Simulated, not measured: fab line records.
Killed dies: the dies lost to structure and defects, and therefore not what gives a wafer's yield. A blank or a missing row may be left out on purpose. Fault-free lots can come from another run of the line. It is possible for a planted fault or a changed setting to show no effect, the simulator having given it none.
Which tool is to blame?	flow nand-harc	72 wafers from 24 lots sampled at 6 of the route's 1302 steps

WHAT THE GAUGES READ, wafer by wafer
NHARC_A_BLC_CD_MEAS_10: target cd 100 nm. Usual: 100.2 nm for cd-nm, sd 0.52.
lot	measured	on	cd-nm (nm)	flag
L074	day 22 16:44	cd-sem-03	99.9 100.5 99.4	
L075	day 23 02:25	cd-sem-01	100.3 100.5 100.0	
L077	day 23 09:44	cd-sem-01	99.7 99.7 100.4	
L076	day 23 19:13	cd-sem-01	100.9 100.6 100.4	
L079	day 24 20:50	cd-sem-01	100.3 99.7 99.8	
L081	day 25 02:20	cd-sem-03	98.8 99.6 99.4	
L078	day 25 04:56	cd-sem-01	100.9 100.1 99.9	
L080	day 25 10:25	cd-sem-03	99.4 99.5 100.2	
L083	day 26 05:57	cd-sem-02	101.8 101.3 101.5	
L082	day 26 09:29	cd-sem-01	100.9 100.6 100.8	
L085	day 26 11:28	cd-sem-03	100.5 100.1 100.2	
L084	day 26 15:21	cd-sem-03	100.6 99.7 100.6	
L086	day 28 00:43	cd-sem-02	99.6 100.0 99.6	
L088	day 28 15:16	cd-sem-03	99.8 100.0 99.9	
L089	day 28 17:28	cd-sem-02	100.4 100.7 100.4	
L087	day 28 21:27	cd-sem-03	100.2 99.9 99.6	
L090	day 28 22:45	cd-sem-01	99.7 99.7 99.6	
L091	day 29 18:47	cd-sem-03	100.3 99.8 99.7	
L093	day 30 08:59	cd-sem-01	100.7 100.3 100.5	
L092	day 30 11:16	cd-sem-02	100.5 100.3 101.1	
L094	day 31 00:39	cd-sem-02	100.5 100.6 100.4	
L095	day 31 01:50	cd-sem-03	99.4 99.6 99.9	
L096	day 31 21:49	cd-sem-02	100.2 100.0 100.5	
L097	day 32 17:04	cd-sem-02	99.9 99.2 100.5	

NHARC_A_BLC_OVL_MEAS_11. Usual: overlay-x-nm 0.4 nm, standard deviation 1; overlay-y-nm 0.2 nm, standard deviation 0.94.
lot	measured	on	overlay-x-nm (nm)	overlay-y-nm (nm)	flag
L074	day 22 16:49	overlay-01	-0.2 -0.4 -0.4	0.2 0.6 0.7	
L075	day 23 02:30	overlay-01	1.9 1.3 1.9	0.1 0.3 -0.6	
L077	day 23 09:49	overlay-01	0.7 0.1 0.1	0.9 1.5 0.4	
L076	day 23 19:19	overlay-02	-2.1 -2.0 -1.5	-1.9 -2.2 -1.9	
L079	day 24 20:56	overlay-01	-1.2 -0.6 -0.4	-0.3 -0.1 -0.3	
L081	day 25 02:25	overlay-01	-0.4 0.4 0.1	-0.2 -0.5 -0.1	
L078	day 25 05:01	overlay-01	1.0 1.1 0.7	-0.3 -0.2 -0.3	
L080	day 25 10:30	overlay-02	0.1 0.4 1.1	-0.7 -0.9 -1.1	
L083	day 26 06:02	overlay-01	-0.7 -0.5 -0.5	1.0 0.7 0.7	
L082	day 26 09:34	overlay-02	0.1 0.3 0.0	1.6 1.7 1.2	
L085	day 26 11:33	overlay-01	1.6 1.0 1.6	0.2 -0.1 -0.4	
L084	day 26 15:26	overlay-01	0.3 0.3 0.1	1.7 2.1 1.6	
L086	day 28 00:48	overlay-01	0.7 0.4 0.9	-0.5 -0.2 0.0	
L088	day 28 15:21	overlay-02	0.6 0.5 0.9	1.4 0.7 1.2	
L089	day 28 17:33	overlay-02	0.8 0.8 1.4	0.6 0.6 0.4	
L087	day 28 21:32	overlay-01	0.4 0.9 0.4	-0.3 -0.6 -0.5	
L090	day 28 22:50	overlay-01	2.8 2.5 2.0	0.7 1.5 0.3	
L091	day 29 18:52	overlay-02	-0.1 -0.6 -0.1	0.7 1.2 0.5	
L093	day 30 09:04	overlay-01	-0.3 -0.1 0.0	-1.5 -1.3 -0.9	
L092	day 30 11:20	overlay-02	3.1 2.7 2.8	-0.7 -0.3 -0.8	
L094	day 31 00:44	overlay-02	0.9 1.1 0.9	2.4 2.2 1.8	
L095	day 31 01:55	overlay-01	-1.7 -1.5 -1.1	0.0 -0.3 -0.2	
L096	day 31 21:55	overlay-01	0.6 -0.6 -0.3	0.1 0.7 0.3	
L097	day 32 17:08	overlay-02	1.1 0.1 0.6	0.9 1.1 0.9	

NHARC_A_M0_CD_MEAS_09: target cd 80 nm. Usual: 79.9 nm for cd-nm, sd 0.58.
lot	measured	on	cd-nm (nm)	flag
L074	day 22 20:47	cd-sem-01	79.5 79.1 79.3	
L075	day 23 06:34	cd-sem-02	79.1 78.7 79.2	
L077	day 23 14:16	cd-sem-02	79.5 79.5 79.0	
L076	day 23 23:16	cd-sem-02	79.9 79.5 79.9	
L079	day 25 00:53	cd-sem-01	80.4 79.7 79.6	
L081	day 25 06:16	cd-sem-02	80.3 80.7 79.3	
L078	day 25 08:58	cd-sem-02	80.8 80.4 80.4	
L080	day 25 14:29	cd-sem-03	79.1 79.9 79.8	
L083	day 26 09:59	cd-sem-02	80.0 79.9 79.8	
L082	day 26 13:26	cd-sem-02	79.2 80.3 79.2	
L085	day 26 15:25	cd-sem-03	80.6 80.3 80.3	
L084	day 26 19:15	cd-sem-03	80.2 79.6 79.9	
L086	day 28 04:46	cd-sem-01	80.0 80.1 80.4	
L088	day 28 19:11	cd-sem-01	80.6 80.8 80.5	
L089	day 28 21:32	cd-sem-02	81.0 81.1 79.9	
L087	day 29 01:38	cd-sem-03	79.5 79.7 79.9	
L090	day 29 02:47	cd-sem-01	80.0 79.7 80.4	
L091	day 29 23:18	cd-sem-02	80.0 79.1 80.0	
L093	day 30 12:53	cd-sem-03	80.5 80.3 80.4	
L092	day 30 15:10	cd-sem-01	80.4 79.4 79.6	
L094	day 31 04:40	cd-sem-02	80.3 79.9 80.2	
L095	day 31 05:51	cd-sem-01	78.8 79.6 79.6	
L096	day 32 01:44	cd-sem-01	80.6 80.9 81.0	
L097	day 32 21:17	cd-sem-01	80.5 80.5 80.4	

NHARC_A_M1_INSPECT_11. Usual: 83 for raw-defect-count, sd 43.
lot	measured	on	raw-defect-count	flag
L074	day 23 01:09	defect-inspect-02	119 115 116	
L075	day 23 10:55	defect-inspect-02	79 100 99	
L077	day 23 18:25	defect-inspect-01	18 16 24	
L076	day 24 03:26	defect-inspect-02	21 27 27	
L079	day 25 04:59	defect-inspect-01	28 14 24	
L081	day 25 10:18	defect-inspect-02	159 177 138	
L078	day 25 13:00	defect-inspect-02	93 88 115	
L080	day 25 18:37	defect-inspect-02	27 22 26	
L083	day 26 14:10	defect-inspect-01	117 107 128	
L082	day 26 17:32	defect-inspect-02	33 35 27	
L085	day 26 19:44	defect-inspect-02	22 18 25	
L084	day 26 23:18	defect-inspect-02	114 119 100	
L086	day 28 08:56	defect-inspect-02	94 97 113	
L088	day 28 23:23	defect-inspect-02	19 22 25	
L089	day 29 01:42	defect-inspect-01	135 114 128	
L087	day 29 05:52	defect-inspect-01	132 144 145	
L090	day 29 07:34	defect-inspect-01	98 113 117	
L091	day 30 03:39	defect-inspect-02	114 105 111	
L093	day 30 17:10	defect-inspect-01	71 80 79	
L092	day 30 19:16	defect-inspect-01	105 115 114	
L094	day 31 08:52	defect-inspect-02	72 65 73	
L095	day 31 10:03	defect-inspect-02	76 74 81	
L096	day 32 06:20	defect-inspect-01	114 140 120	
L097	day 33 01:32	defect-inspect-02	70 73 85	

TOOL THAT RAN EACH LOT (tool first, then ch and the chambers of the sampled wafers, then the start)
lot	NHARC_A_BLC_DESCUM_15	NHARC_A_M0_DESCUM_14
L074	rie-diel-11 ch 0,1,3, day 22 16:56	rie-diel-10 ch 1,3, day 22 20:59
L075	rie-diel-06 ch 0,1,3, day 23 02:35	rie-diel-10 ch 0,1,2, day 23 06:45
L077	rie-diel-11 ch 1,2,3, day 23 09:56	rie-diel-12 ch 0,1,3, day 23 14:28
L076	rie-diel-11 ch 1,3, day 23 19:25	rie-diel-10 ch 0,2, day 23 23:27
L079	rie-diel-11 ch 0,1,2, day 24 21:03	rie-diel-10 ch 0,1,3, day 25 01:04
L081	rie-diel-06 ch 0,2,3, day 25 02:31	rie-diel-12 ch 1,3, day 25 06:26
L078	rie-diel-06 ch 0,1,3, day 25 05:08	rie-diel-10 ch 0,3, day 25 09:09
L080	rie-diel-09 ch 0,1,3, day 25 10:37	rie-diel-12 ch 0,1, day 25 14:40
L083	rie-diel-06 ch 0,1,3, day 26 06:09	rie-diel-12 ch 0,3, day 26 10:10
L082	rie-diel-09 ch 1,2,3, day 26 09:40	rie-diel-13 ch 0,1,3, day 26 13:37
L085	rie-diel-09 ch 0,1,3, day 26 11:39	rie-diel-12 ch 1,3, day 26 15:37
L084	rie-diel-09 ch 1,3, day 26 15:32	rie-diel-12 ch 0,1,3, day 26 19:27
L086	rie-diel-06 ch 0,1,3, day 28 00:54	rie-diel-12 ch 0,1,3, day 28 04:57
L088	rie-diel-09 ch 0,1,2, day 28 15:28	rie-diel-10 ch 1,2,3, day 28 19:23
L089	rie-diel-11 ch 0,2, day 28 17:38	rie-diel-10 ch 0,3, day 28 21:43
L087	rie-diel-11 ch 2,3, day 28 21:39	rie-diel-10 ch 0,1,3, day 29 01:50
L090	rie-diel-11 ch 1,2,3, day 28 22:57	rie-diel-12 ch 0,1, day 29 02:59
L091	rie-diel-11 ch 1,2,3, day 29 18:58	rie-diel-13 ch 0,2,3, day 29 23:30
L093	rie-diel-11 ch 1,2,3, day 30 09:10	rie-diel-12 ch 0,1,2, day 30 13:05
L092	rie-diel-11 ch 0,2, day 30 11:26	rie-diel-12 ch 0,3, day 30 15:20
L094	rie-diel-11 ch 1,2,3, day 31 00:50	rie-diel-12 ch 0,1,3, day 31 04:52
L095	rie-diel-09 ch 0,2,3, day 31 02:01	rie-diel-12 ch 0,1,2, day 31 06:02
L096	rie-diel-11 ch 0,2,3, day 31 22:01	rie-diel-12 ch 0,1, day 32 01:55
L097	rie-diel-11 ch 1,3, day 32 17:16	rie-diel-12 ch 0,1, day 32 21:28
- NHARC_A_BLC_DESCUM_15: chemistry O2, time 3 s.
- NHARC_A_M0_DESCUM_14: chemistry O2, time 3 s.

AS READ BY THE TOOLS THEMSELVES (means over the sampled wafers that have a number; for cases with no such wafer, the mark the record gives instead)
NHARC_A_BLC_DESCUM_15. Usual: drypump-motor-current-A 5.4 A, standard deviation 0.52; mfc-ar-sccm 0.007 sccm, standard deviation 0.01; oes-product-au 1.000 a.u., standard deviation 0.0063; rf-vpp-V 57.7 V, standard deviation 0.84; showerhead-plenum-p-Torr 1.89 Torr, standard deviation 0.072; throttle-valve-pct 11.310 %, standard deviation 0.008.
lot	tool	drypump-motor-current-A (A)	mfc-ar-sccm (sccm)	oes-product-au (a.u.)	rf-vpp-V (V)	showerhead-plenum-p-Torr (Torr)	throttle-valve-pct (%)	flag
L074	rie-diel-11	5.0	0.005	0.997	58.1	1.95	11.314	
L075	rie-diel-06	5.6	0.012	1.003	57.8	1.83	11.313	
L077	rie-diel-11	5.3	0.006	1.000	57.7	1.89	11.317	
L076	rie-diel-11	5.0	0.000	1.004	56.8	1.95	11.307	
L079	rie-diel-11	5.1	0.011	0.997	57.8	1.92	11.303	
L081	rie-diel-06	5.2	0.013	0.999	57.8	1.85	11.312	
L078	rie-diel-06	5.6	0.012	1.006	58.0	1.83	11.314	
L080	rie-diel-09	6.0	0.004	1.002	57.4	1.90	11.309	
L083	rie-diel-06	5.6	0.012	1.003	57.6	1.83	11.315	
L082	rie-diel-09	5.6	0.006	1.002	58.9	1.93	11.311	
L085	rie-diel-09	6.0	0.004	0.996	58.2	1.90	11.309	
L084	rie-diel-09	6.1	0.004	0.991	57.5	1.94	11.308	
L086	rie-diel-06	5.6	0.012	1.005	57.9	1.83	11.312	
L088	rie-diel-09	5.4	0.006	1.002	57.9	1.88	11.309	
L089	rie-diel-11	5.5	0.017	1.000	56.7	1.86	11.298	
L087	rie-diel-11	5.6	0.006	1.004	58.2	1.86	11.302	
L090	rie-diel-11	5.3	0.006	0.994	58.1	1.89	11.307	
L091	rie-diel-11	5.3	0.006	0.996	57.2	1.89	11.305	
L093	rie-diel-11	5.3	0.006	1.006	57.8	1.89	11.303	
L092	rie-diel-11	5.4	0.017	1.001	57.6	1.86	11.304	
L094	rie-diel-11	5.3	0.006	0.996	58.0	1.89	11.311	
L095	rie-diel-09	5.7	0.002	1.000	58.2	1.90	11.316	
L096	rie-diel-11	5.4	0.011	1.002	57.3	1.89	11.317	
L097	rie-diel-11	5.0	0.000	1.000	58.2	1.95	11.309	

NHARC_A_M0_DESCUM_14. Usual: drypump-motor-current-A 5.71 A, standard deviation 0.28; mfc-ar-sccm 0.014 sccm, standard deviation 0.015; oes-product-au 0.999 a.u., standard deviation 0.0068; rf-vpp-V 57.7 V, standard deviation 0.9; showerhead-plenum-p-Torr 1.91 Torr, standard deviation 0.075; throttle-valve-pct 11.313 %, standard deviation 0.0082.
lot	tool	drypump-motor-current-A (A)	mfc-ar-sccm (sccm)	oes-product-au (a.u.)	rf-vpp-V (V)	showerhead-plenum-p-Torr (Torr)	throttle-valve-pct (%)	flag
L074	rie-diel-10	5.89	0.030	1.004	57.1	1.89	11.312	
L075	rie-diel-10	5.88	0.029	1.010	58.2	1.94	11.319	
L077	rie-diel-12	5.71	0.010	0.991	58.0	1.92	11.318	
L076	rie-diel-10	5.91	0.022	1.002	57.7	2.00	11.314	
L079	rie-diel-10	5.70	0.027	1.003	57.7	1.92	11.309	
L081	rie-diel-12	5.89	0.010	0.994	57.4	1.93	11.320	
L078	rie-diel-10	5.56	0.019	0.999	57.6	1.96	11.317	
L080	rie-diel-12	5.76	0.021	0.999	58.4	1.92	11.311	
L083	rie-diel-12	5.68	0.000	0.995	57.5	1.90	11.321	
L082	rie-diel-13	5.80	0.011	1.001	57.7	1.99	11.314	
L085	rie-diel-12	5.89	0.010	0.995	58.3	1.93	11.317	
L084	rie-diel-12	5.74	0.010	0.995	57.8	1.91	11.312	
L086	rie-diel-12	5.72	0.010	0.992	57.6	1.91	11.314	
L088	rie-diel-10	5.91	0.023	0.997	57.7	1.95	11.308	
L089	rie-diel-10	5.52	0.024	0.993	57.0	1.94	11.305	
L087	rie-diel-10	5.70	0.027	0.997	58.3	1.91	11.317	
L090	rie-diel-12	5.76	0.021	0.996	57.6	1.92	11.313	
L091	rie-diel-13	5.67	0.020	1.008	57.6	1.97	11.307	
L093	rie-diel-12	5.61	0.010	1.004	57.5	1.87	11.307	
L092	rie-diel-12	5.54	0.000	0.998	58.7	1.89	11.313	
L094	rie-diel-12	5.71	0.010	1.006	57.5	1.91	11.321	
L095	rie-diel-12	5.61	0.010	1.000	58.0	1.87	11.315	
L096	rie-diel-12	5.76	0.021	0.999	57.7	1.92	11.317	
L097	rie-diel-12	5.76	0.021	0.995	57.4	1.92	11.312	

THE ANSWER, worked out from the rows above alone
Rule: a lot is off if the mean of its wafers that have a number lies more than 3 standard deviations from the usual mean. A lot without any number at a reading at which 4 lots or more have one is off too. Any other lot the step has rows for is counted as sound. First the gauges in route order, then the tools' own readings, where a lot's mean is used as printed above. At the first step where some lot is off, the reading lying furthest off is the one used; lots without a number count as furthest.
No lot is off on any of the readings shown, so nothing can be concluded from this.

WHAT THE SIMULATOR HAD INSERTED
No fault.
